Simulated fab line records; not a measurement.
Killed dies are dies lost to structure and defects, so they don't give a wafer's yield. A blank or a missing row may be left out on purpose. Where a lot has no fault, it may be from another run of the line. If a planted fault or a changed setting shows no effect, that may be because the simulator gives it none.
fab line records + flow nand-harc + part 2 of 2: steps 22 to 29 of 29
[record]
- lots = 5
- wafers = 15
- last-day = 29
route steps=1302 shown A_STAIRCASE@658
lots that met no fault: taken from a fault-free run of the same line
start-h: hours from the record's opening day to when the first of the lot's shown wafers began + wait-h: how many hours have passed since the lot's step before this one + " the same as in the row above + L1.1+2: a row that stands for several wafers + - no value, or no start given + * or withheld: withheld + < > ~ a bound
route shown NAME@n: NAME is a module with steps in the file, n the number in the route of the first one + usual: mean/standard deviation taken from wafers without a fault + same: alike in all rows + chamber/n: place in a boat + sites: the reading at each site + _std_site: the values' standard deviation + _edge_site: inner sites' mean taken away from outer sites' mean + radius-mm: for every site, how far away it sits from the centre of the wafer + mask NAME#n: copy n + behind: tool/chamber where the wafer was last shaped + hold: what put the lot on hold/how long, in hours/how the hold closed + device: names the non-switching transistor (n, p or np) + end of line: the tests these same wafers got at the end of their route + a step without rows: its recipe alone + killed: the dies lost at the first sort to structure and to defects; this is not the yield of the wafer + map: per-die view of a wafer (x killed, . not killed, _ where there is no die)
set.NAME: the run value of the setting; set.NAME@STEP: its run value at that earlier step + model.NAME: the simulator's own value behind a step, which no gauge read
certain route steps with their lots: each step a table, each wafer a row
services: the hour from which a tool's chamber was out of use, counted from the record's first day as start-h (under 0 if before that day), plus the number of hours and why
[[steps]]
[step NHARC_A_STAIRCASE_TRIM_24]
[recipe]
- time-s = 211.2
- o2-flow-sccm = 500
- ar-flow-sccm = 0
- bias-w = 0
- chemistry = O2
[usual]
- drypump-motor-current-A = 5.7/0.45
- oes-product-au = 0.998/0.0087
- rf-vpp-V = 57.8/0.96
- showerhead-plenum-p-Torr = 3.55/0.18
- throttle-valve-pct = 17.037/0.0079
| lot.wafer | tool        | chamber | start-h | wait-h | drypump-motor-current-A | oes-product-au | rf-hours-counter-h | rf-vpp-V | showerhead-plenum-p-Torr | throttle-valve-pct |
|-----------|-------------|---------|---------|--------|-------------------------|----------------|--------------------|----------|--------------------------|--------------------|
| L074.1    | rie-diel-13 | 1       | -       | -      | 5.1                     | 0.994          | 0                  | 58.2     | 3.78                     | 17.039             |
| L074.3    | "           | 2       | "       | "      | 5.6                     | 1.011          | 0                  | 57.4     | 3.64                     | 17.047             |
| L074.6    | "           | 3       | "       | "      | 6.4                     | 1.013          | -                  | 57.4     | 3.30                     | 17.025             |
| L076.3    | rie-diel-13 | 3       | -       | -      | 6.4                     | 1.023          | 9                  | 57.3     | 3.30                     | 17.033             |
| L076.6    | "           | 0       | "       | "      | 6.1                     | 1.012          | -                  | 58.5     | 3.52                     | 17.032             |
| L076.5    | "           | 1       | "       | "      | 5.1                     | 0.997          | -                  | 58.9     | 3.78                     | 17.033             |
| L078.4    | rie-diel-13 | 0       | -       | -      | 6.1                     | 1.006          | 12                 | 58.4     | 3.52                     | 17.044             |
| L078.1    | "           | 3       | "       | "      | 6.4                     | 1.005          | 12                 | 57.5     | 3.30                     | 17.037             |
| L078.5    | "           | 1       | "       | "      | 5.1                     | 0.994          | -                  | 58.8     | 3.77                     | 17.031             |
| L087.4    | rie-diel-11 | 1       | -       | -      | 5.7                     | 1.002          | 11                 | 57.0     | 3.40                     | 17.053             |
| L087.2    | "           | 3       | "       | "      | 5.2                     | 0.970          | 11                 | 58.6     | 3.74                     | 17.043             |
| L087.1    | "           | 0       | "       | "      | 5.7                     | 0.993          | 12                 | 58.5     | 3.80                     | 17.038             |
| L088.2    | rie-diel-13 | 3       | -       | -      | 6.4                     | 1.012          | 50                 | 56.8     | 3.28                     | 17.042             |
| L088.1    | "           | 0       | "       | "      | 6.1                     | 1.011          | 52                 | 57.1     | 3.50                     | 17.032             |
| L088.5    | "           | 3       | "       | "      | 6.4                     | 1.002          | -                  | 56.2     | 3.28                     | 17.048             |
[step NHARC_A_STAIRCASE_ETCH_25]
[recipe]
- target-depth-a = 1000
- time-s = 40.5
- ion-energy-ev = 400
- c4f8-flow-sccm = 20
- o2-flow-sccm = 10
- ar-flow-sccm = withheld
- rf-w = 600
- bias-w = 1000
- chemistry = C4F8/O2
[usual]
- oes-product-au = 0.943/0.011
- rf-vpp-V = 897/6.5
| lot.wafer | tool        | chamber | start-h | wait-h | oes-product-au | rf-hours-counter-h | rf-vpp-V |
|-----------|-------------|---------|---------|--------|----------------|--------------------|----------|
| L074.3    | rie-diel-13 | 2       | -       | -      | 0.967          | 0                  | 901      |
| L074.1    | "           | 3       | "       | "      | 0.955          | 0                  | 887      |
| L074.6    | "           | 2       | "       | "      | 0.964          | -                  | 899      |
| L076.3    | rie-diel-13 | 2       | -       | -      | 0.938          | 8                  | 899      |
| L076.5    | "           | 0       | "       | "      | 0.946          | -                  | 897      |
| L076.6    | "           | 1       | "       | "      | 0.926          | -                  | 904      |
| L078.4    | rie-diel-13 | 1       | -       | -      | 0.945          | 12                 | 904      |
| L078.1    | "           | 2       | "       | "      | 0.955          | 12                 | 899      |
| L078.5    | "           | 3       | "       | "      | 0.962          | -                  | 886      |
| L087.1    | rie-diel-11 | 0       | -       | -      | 0.940          | 12                 | 908      |
| L087.4    | "           | 1       | "       | "      | 0.958          | 11                 | 890      |
| L087.2    | "           | 2       | "       | "      | 0.945          | 10                 | 903      |
| L088.1    | rie-diel-13 | 0       | -       | -      | 0.963          | 52                 | 895      |
| L088.2    | "           | 1       | "       | "      | 0.941          | 40                 | 903      |
| L088.5    | "           | 3       | "       | "      | 0.953          | -                  | 887      |
[step NHARC_A_STAIRCASE_TRIM_26]
[recipe]
- time-s = 211.2
- o2-flow-sccm = 500
- ar-flow-sccm = 0
- bias-w = 0
- chemistry = O2
[usual]
- drypump-motor-current-A = 5.7/0.46
- oes-product-au = 0.998/0.0094
- rf-vpp-V = 57.7/1
- showerhead-plenum-p-Torr = 3.55/0.18
- throttle-valve-pct = 17.037/0.0082
| lot.wafer | tool        | chamber | start-h | wait-h | drypump-motor-current-A | oes-product-au | rf-hours-counter-h | rf-vpp-V | showerhead-plenum-p-Torr | throttle-valve-pct |
|-----------|-------------|---------|---------|--------|-------------------------|----------------|--------------------|----------|--------------------------|--------------------|
| L074.3    | rie-diel-13 | 2       | -       | -      | 5.6                     | 0.998          | 0                  | 57.3     | 3.64                     | 17.031             |
| L074.1    | "           | 0       | "       | "      | 6.1                     | 1.003          | 0                  | 57.9     | 3.53                     | 17.040             |
| L074.6    | "           | 2       | "       | "      | 5.6                     | 1.001          | -                  | 59.0     | 3.64                     | 17.045             |
| L076.3    | rie-diel-13 | 1       | -       | -      | 5.1                     | 0.997          | 8                  | 58.4     | 3.78                     | 17.041             |
| L076.6    | "           | 3       | "       | "      | 6.4                     | 1.005          | -                  | 56.0     | 3.30                     | 17.046             |
| L076.5    | "           | 0       | "       | "      | 6.1                     | 1.007          | -                  | 57.3     | 3.52                     | 17.046             |
| L078.4    | rie-diel-13 | 2       | -       | -      | 5.6                     | 1.002          | 12                 | 56.9     | 3.64                     | 17.038             |
| L078.1    | "           | 0       | "       | "      | 6.2                     | 1.013          | 12                 | 56.9     | 3.52                     | 17.028             |
| L078.5    | "           | 3       | "       | "      | 6.4                     | 1.014          | -                  | 57.4     | 3.30                     | 17.048             |
| L087.1    | rie-diel-11 | 1       | -       | -      | 5.7                     | 1.004          | 11                 | 57.6     | 3.40                     | 17.036             |
| L087.4    | "           | 2       | "       | "      | 5.8                     | 1.001          | 10                 | 57.6     | 3.71                     | 17.047             |
| L087.2    | "           | 0       | "       | "      | 5.7                     | 0.996          | 12                 | 58.1     | 3.80                     | 17.037             |
| L088.2    | rie-diel-13 | 1       | -       | -      | 5.1                     | 0.988          | 40                 | 58.0     | 3.76                     | 17.041             |
| L088.1    | "           | 3       | "       | "      | 6.4                     | 1.012          | 50                 | 55.3     | 3.28                     | 17.064             |
| L088.5    | "           | 0       | "       | "      | 6.1                     | 1.008          | -                  | 56.9     | 3.50                     | 17.032             |
[step NHARC_A_STAIRCASE_ETCH_27]
[recipe]
- target-depth-a = 1000
- time-s = 40.5
- ion-energy-ev = 400
- c4f8-flow-sccm = 20
- o2-flow-sccm = 10
- ar-flow-sccm = withheld
- rf-w = 600
- bias-w = 1000
- chemistry = C4F8/O2
[usual]
- oes-product-au = 0.944/0.01
- rf-vpp-V = 897/6.7
| lot.wafer | tool        | chamber | start-h | wait-h | oes-product-au | rf-hours-counter-h | rf-vpp-V |
|-----------|-------------|---------|---------|--------|----------------|--------------------|----------|
| L074.1    | rie-diel-13 | 3       | -       | -      | 0.942          | 0                  | 889      |
| L074.3    | "           | 0       | "       | "      | 0.944          | 0                  | 896      |
| L074.6    | "           | 3       | "       | "      | 0.948          | -                  | 887      |
| L076.3    | rie-diel-13 | 0       | -       | -      | 0.965          | 9                  | 896      |
| L076.6    | "           | 2       | "       | "      | 0.969          | -                  | 900      |
| L076.5    | "           | 3       | "       | "      | 0.954          | -                  | 887      |
| L078.1    | rie-diel-13 | 1       | -       | -      | 0.944          | 13                 | 906      |
| L078.4    | "           | 2       | "       | "      | 0.951          | 13                 | 898      |
| L078.5    | "           | 0       | "       | "      | 0.955          | -                  | 896      |
| L087.2    | rie-diel-11 | 0       | -       | -      | 0.948          | 12                 | 907      |
| L087.1    | "           | 1       | "       | "      | 0.936          | 12                 | 893      |
| L087.4    | "           | 3       | "       | "      | 0.935          | 11                 | 903      |
| L088.1    | rie-diel-13 | 3       | -       | -      | 0.958          | 50                 | 885      |
| L088.2    | "           | 0       | "       | "      | 0.947          | 52                 | 895      |
| L088.5    | "           | 2       | "       | "      | 0.948          | -                  | 899      |
[step NHARC_A_STAIRCASE_STRIP_175]
[recipe]
- power-w = 1500
- temp-c = 250
- chemistry = O2
[usual]
- drypump-motor-current-A = 5.7/0.39
- heater-power-w = 333/42
- temp-c = 249.97/0.19
| lot.wafer | tool            | chamber | start-h | wait-h | drypump-motor-current-A | heater-power-w | rf-hours-counter-h | temp-c |
|-----------|-----------------|---------|---------|--------|-------------------------|----------------|--------------------|--------|
| L074.1    | plasma-asher-01 | 1       | 354.79  | 0.1    | 5.3                     | 277            | 1                  | 249.99 |
| L074.3    | "               | 1       | "       | "      | 5.3                     | 286            | -                  | 249.93 |
| L074.6    | "               | 1       | "       | "      | 5.3                     | 283            | -                  | 250.03 |
| L076.3    | plasma-asher-01 | 0       | 385.59  | 0.2    | 6.3                     | 320            | -                  | 249.92 |
| L076.5    | "               | 1       | "       | "      | 5.3                     | 286            | -                  | 249.75 |
| L076.6    | "               | 0       | "       | "      | 6.3                     | 317            | -                  | 249.99 |
| L078.1    | plasma-asher-01 | 1       | 397.10  | 0.1    | 5.3                     | 285            | 10                 | 249.73 |
| L078.4    | "               | 1       | "       | "      | 5.3                     | 284            | -                  | 249.64 |
| L078.5    | "               | 0       | "       | "      | 6.3                     | 319            | -                  | 249.94 |
| L087.1    | plasma-asher-01 | 1       | 474.72  | 0.1    | 5.3                     | 285            | 28                 | 249.73 |
| L087.2    | "               | 0       | "       | "      | 6.2                     | 325            | 28                 | 249.56 |
| L087.4    | "               | 1       | "       | "      | 5.3                     | 284            | -                  | 249.95 |
| L088.2    | plasma-asher-02 | 1       | 498.15  | 0.1    | 5.3                     | 415            | 12                 | 249.78 |
| L088.1    | "               | 0       | "       | "      | 5.9                     | 322            | 12                 | 250.28 |
| L088.5    | "               | 0       | "       | "      | 5.9                     | 329            | -                  | 250.23 |
[step NHARC_A_STAIRCASE_STRIP_148]
[recipe]
- time-s = 900
- temp-c = 130
- chemistry = SPM
[usual]
- temp-c = 130.01/0.14
| lot.wafer | tool         | chamber | start-h | wait-h | temp-c |
|-----------|--------------|---------|---------|--------|--------|
| L074.3    | wet-bench-02 | 7       | 355.09  | 0.2    | 129.98 |
| L074.1    | "            | 1       | "       | "      | 130.02 |
| L074.6    | "            | 3       | "       | "      | 130.02 |
| L076.6    | wet-bench-01 | 6       | 385.80  | 0.1    | 129.91 |
| L076.5    | "            | 0       | "       | "      | 129.72 |
| L076.3    | "            | 2       | "       | "      | 130.01 |
| L078.5    | wet-bench-02 | 7       | 397.45  | 0.1    | 130.01 |
| L078.1    | "            | 1       | "       | "      | 130.16 |
| L078.4    | "            | 3       | "       | "      | 130.18 |
| L087.4    | wet-bench-09 | 0       | 475.07  | 0.2    | 129.96 |
| L087.2    | "            | 2       | "       | "      | 130.11 |
| L087.1    | "            | 4       | "       | "      | 129.93 |
| L088.2    | wet-bench-01 | 5       | 498.50  | 0.3    | 130.07 |
| L088.5    | "            | 6       | "       | "      | 130.12 |
| L088.1    | "            | 7       | "       | "      | 130.30 |
[step NHARC_A_STAIRCASE_PRECLEAN_149]
[recipe]
- time-s = *
- temp-c = 50
- bath-age-min = 0
- chemistry = SC1
[usual]
- temp-c = 50.00/0.13
| lot.wafer | tool         | chamber | start-h | wait-h | temp-c |
|-----------|--------------|---------|---------|--------|--------|
| L074.3    | wet-bench-02 | 7       | -       | -      | 49.87  |
| L074.1    | "            | 1       | "       | "      | 49.75  |
| L074.6    | "            | 3       | "       | "      | 50.31  |
| L076.6    | wet-bench-01 | 6       | -       | -      | 50.02  |
| L076.5    | "            | 0       | "       | "      | 49.89  |
| L076.3    | "            | 2       | "       | "      | 50.10  |
| L078.5    | wet-bench-02 | 7       | -       | -      | 50.08  |
| L078.1    | "            | 1       | "       | "      | 49.93  |
| L078.4    | "            | 3       | "       | "      | 50.13  |
| L087.4    | wet-bench-09 | 0       | -       | -      | 50.07  |
| L087.2    | "            | 2       | "       | "      | 50.08  |
| L087.1    | "            | 4       | "       | "      | 50.21  |
| L088.2    | wet-bench-01 | 5       | -       | -      | 50.05  |
| L088.5    | "            | 6       | "       | "      | 50.29  |
| L088.1    | "            | 7       | "       | "      | 50.06  |
[step NHARC_A_STAIRCASE_SRD_150]
| lot.wafer  | tool         | chamber | start-h | wait-h |
|------------|--------------|---------|---------|--------|
| L074.3+1+6 | wet-bench-02 | 7,1,3   | -       | -      |
| L076.6+5+3 | wet-bench-01 | 6,0,2   | -       | -      |
| L078.5+1+4 | wet-bench-02 | 7,1,3   | -       | -      |
| L087.4+2+1 | wet-bench-09 | 0,2,4   | -       | -      |
| L088.2+5+1 | wet-bench-01 | 5,6,7   | -       | -      |
[[services]]
| tool            | chamber | start-h | hours | kind   |
|-----------------|---------|---------|-------|--------|
| rie-diel-11     | 2       | 330.27  | 9.3   | repair |
| plasma-asher-01 | -       | 342.72  | 9.0   | pm     |
| rie-diel-13     | -       | 343.90  | 9.0   | pm     |
| wet-bench-02    | -       | 344.98  | 0.5   | repair |
| rie-diel-04     | 1       | 349.22  | 6.3   | repair |
| rie-diel-11     | 3       | 350.03  | 1.3   | repair |
| wet-bench-09    | -       | 352.80  | 8.0   | pm     |
| rie-diel-04     | -       | 354.97  | 9.0   | pm     |
| rie-diel-13     | -       | 355.01  | 1.5   | repair |
| krf-scanner-02  | -       | 356.71  | 1.2   | repair |
| rie-diel-04     | -       | 369.12  | 1.9   | repair |
| krf-scanner-02  | -       | 372.53  | 2.1   | repair |
| rie-diel-11     | 2       | 379.99  | 2.8   | repair |
| krf-scanner-02  | -       | 397.58  | 0.9   | repair |
| rie-diel-13     | 1       | 414.03  | 36.9  | repair |
| wet-bench-01    | -       | 419.64  | 0.7   | repair |
| wet-bench-02    | -       | 420.00  | 8.0   | pm     |
| litho-track-07  | -       | 426.00  | 7.0   | pm     |
| rie-diel-11     | -       | 434.00  | 9.0   | pm     |
| rie-diel-04     | 2       | 445.31  | 14.7  | repair |
| litho-track-03  | -       | 450.01  | 7.0   | pm     |
| wet-bench-01    | -       | 453.68  | 8.0   | pm     |
| litho-track-05  | -       | 474.00  | 7.0   | pm     |
| rie-diel-04     | -       | 498.30  | 12.0  | repair |
